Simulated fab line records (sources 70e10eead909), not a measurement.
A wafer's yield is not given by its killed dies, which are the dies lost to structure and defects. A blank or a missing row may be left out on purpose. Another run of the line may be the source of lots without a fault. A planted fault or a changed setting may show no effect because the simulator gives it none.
Chamber matching -- flow nand_harc -- 3 sister chambers for NHARC_P_M1_DEP_33 on pecvd-04
The step deposits SiCN, target thk 30 nm. 16 wafers are shown with their chamber, then 8 later ones without.

== EACH WAFER AND ITS CHAMBER ==
wafer,chamber,heater_power_w (W),susceptor_temp_C (C),chamber_pressure_Torr (Torr)
L074.3,2,565,370.03,3.000
L074.4,2,568,370.21,3.003
L074.5,1,529,369.92,2.996
L077.1,1,541,370.55,3.000
L077.3,2,538,369.87,3.003
L077.5,2,535,369.65,2.992
L078.2,0,464,370.19,3.001
L078.5,1,462,369.80,3.000
L078.6,2,525,369.93,3.006
L085.3,1,514,369.92,3.005
L085.4,0,395,370.14,3.002
L085.5,1,531,369.80,3.008
L088.1,2,589,370.11,3.012
L088.3,0,462,370.04,3.003
L088.6,0,463,370.06,2.998
L095.1,2,579,370.23,2.989

SIGNATURES (averages over the wafers above)
reading,chamber 0,chamber 1,chamber 2,scatter within a chamber
heater_power_w,446.00,515.40,557.00,29
susceptor_temp_C,370.1075,369.9980,370.0043,0.226
chamber_pressure_Torr,3.00100,3.00180,3.00071,0.00609
Rule: for a wafer and a chamber, the distance is found by dividing, reading by reading, the gap between the wafer's reading and the chamber's mean by the reading's scatter, squaring, summing and taking the root. If the next closest chamber is less than 2 further off than the closest, the wafer can't be placed; otherwise it belongs to the closest. How the scatter is found: for the shown wafers, subtract from each reading the mean of its chamber, square and add these, divide the total by (wafers less chambers), then take the root.

== WAFERS WHOSE CHAMBER IS MISSING ==
wafer,heater_power_w (W),susceptor_temp_C (C),chamber_pressure_Torr (Torr)
L095.4,557,370.19,3.001
L095.5,586,370.03,2.985
L096.1,445,369.89,3.001
L096.2,466,369.85,3.007
L096.4,604,369.62,3.000
L097.2,594,370.09,3.000
L097.3,453,370.21,2.987
L097.5,450,370.19,2.995

== EACH ONE'S CHAMBER ==
wafer,from the rows above,in truth
L095.4,can't be placed: 2 or 1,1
L095.5,can't be placed: 2 or 1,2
L096.1,can't be placed: 0 or 1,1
L096.2,can't be placed: 0 or 1 or 2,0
L096.4,can't be placed: 2 or 1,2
L097.2,can't be placed: 2 or 1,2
L097.3,can't be placed: 0 or 1 or 2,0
L097.5,can't be placed: 0 or 1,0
Correctly placed: 0 of 8. These rows do not allow placing 8 (true chamber among the candidates in 8). Placed wrongly: 0.
